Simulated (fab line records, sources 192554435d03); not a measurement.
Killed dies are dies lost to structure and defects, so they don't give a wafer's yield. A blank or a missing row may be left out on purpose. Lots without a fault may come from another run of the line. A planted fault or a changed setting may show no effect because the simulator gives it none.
Split-lot experiment | flow n5_finfet | 7 lots, 21 wafers read, on a route of 1938 steps

THE SPLIT
At N5_MOL_CONTACT_COAG_DESCUM_45 (chemistry O2, time 7 s), the setting time_s was moved away from the recipe's 7 s on 4 of the 21 wafers read, by -18.9% to +13.5%. The other wafers ran this setting at the recipe's value.

The reading is taken at the split's own step.

THE READING
CAR-EUV_of_MOL_CONTACT_COAG_COAT_34.thk_nm (the simulator's own value, which no gauge read), in nm, at N5_MOL_CONTACT_COAG_DESCUM_45 (chemistry O2, time 7 s). The file gives no usual value for it. The 17 wafers here that ran the recipe average 36.1 nm, standard deviation 0.14 nm.

wafer  | tool, chamber at the split | time_s as run, s | against the recipe | CAR-EUV_of_MOL_CONTACT_COAG_COAT_34.thk_nm, nm | against lot-mates on the recipe
L078.3 | rie_diel-02, 3             | 6.097            | -12.9%             | 36.4                                           | +0.4
L078.4 | rie_diel-02, 2             | 7                | recipe             | 36.2                                           | -
L078.5 | rie_diel-02, 3             | 7                | recipe             | 35.8                                           | -
L081.2 | rie_diel-02, 3,0           | 7                | recipe             | 36.2                                           | -
L081.3 | rie_diel-02, 3,0           | 7                | recipe             | 36.2                                           | -
L081.4 | rie_diel-02, 2             | 7.946            | +13.5%             | 35.8                                           | -0.4
L083.2 | rie_diel-02, 3             | 5.677            | -18.9%             | 36.6                                           | +0.4
L083.3 | rie_diel-02, 2             | 7                | recipe             | 36.2                                           | -
L083.5 | rie_diel-02, 2             | 7                | recipe             | 36.2                                           | -
L087.3 | rie_diel-05, 0,3,1         | 7                | recipe             | 36                                             | -
L087.4 | rie_diel-05, 0,3,1         | 7                | recipe             | 36                                             | -
L087.5 | rie_diel-05, 0,3,1         | 7                | recipe             | 36                                             | -
L092.1 | rie_diel-01, 2             | 7                | recipe             | 36                                             | -
L092.3 | rie_diel-01, 1             | 7                | recipe             | 35.8                                           | -
L092.4 | rie_diel-01, 2             | 6.48             | -7.4%              | 36.2                                           | +0.3
L096.2 | rie_diel-01, 1,1,0         | 7                | recipe             | 36.2                                           | -
L096.5 | rie_diel-01, 1,1,0         | 7                | recipe             | 36.2                                           | -
L096.6 | rie_diel-01, 1,1,0         | 7                | recipe             | 36.2                                           | -
L097.1 | rie_diel-02, 0,3,3         | 7                | recipe             | 36                                             | -
L097.2 | rie_diel-02, 0,3,3         | 7                | recipe             | 36                                             | -
L097.6 | rie_diel-02, 0,3,3         | 7                | recipe             | 36                                             | -
Where a row lists several chambers, the file gives one row for several wafers and doesn't say which wafer went through which chamber.

THE FIT
A straight line over all 21 wafers: CAR-EUV_of_MOL_CONTACT_COAG_COAT_34.thk_nm changes by -0.0247 nm for each +1% of time_s; r = -0.76; the points scatter about the line by 0.13 nm.
The same after taking each lot's own level away (the mean of its wafers on the recipe; 21 wafers): -0.0267 nm for each +1%; r = -0.90; scatter 0.081 nm.
On that fit, the largest move of time_s shifts the reading by 0.5 nm.
The lots' own levels span 35.90 to 36.20 nm, that is 2.2 times the standard deviation above.
So the lot-to-lot level blurs the effect unless lot-mates are compared.
Check: with one of the wafers moved furthest among these (-18.9%) left out of the fit, the line predicts +0.601 nm for it against its lot-mates. It came out at +0.4 nm against them.

OTHER SPLITS ON THESE WAFERS
These wafers also went through other splits before the reading. Each is held against what the fit with the lots' levels taken away leaves over:
other split on the same wafers        | wafers away from the commonest value | r with CAR-EUV_of_MOL_CONTACT_COAG_COAT_34.thk_nm (lot level and that fit taken away)
N5_SD_EPI_N_DESCUM_14 time_s          | 8                                    | +0.15
N5_SD_EPI_N_ETCH_35 time_s            | 7                                    | -0.38
N5_SDB_EXPOSE_08 dose_mj              | 10                                   | -0.05
N5_SDB_ETCH_18 source_w               | 5                                    | -0.14
N5_HKMG_FIN_COAT_06 spin_rpm          | 7                                    | -0.07
N5_HKMG_FIN_DEVELOP_11 develop_time_s | 7                                    | -0.06

THE FILE'S OWN FIT
CAR-EUV_of_MOL_CONTACT_COAG_COAT_34.thk_nm changes by -0.0267 nm for each +1% of time_s, r = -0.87.
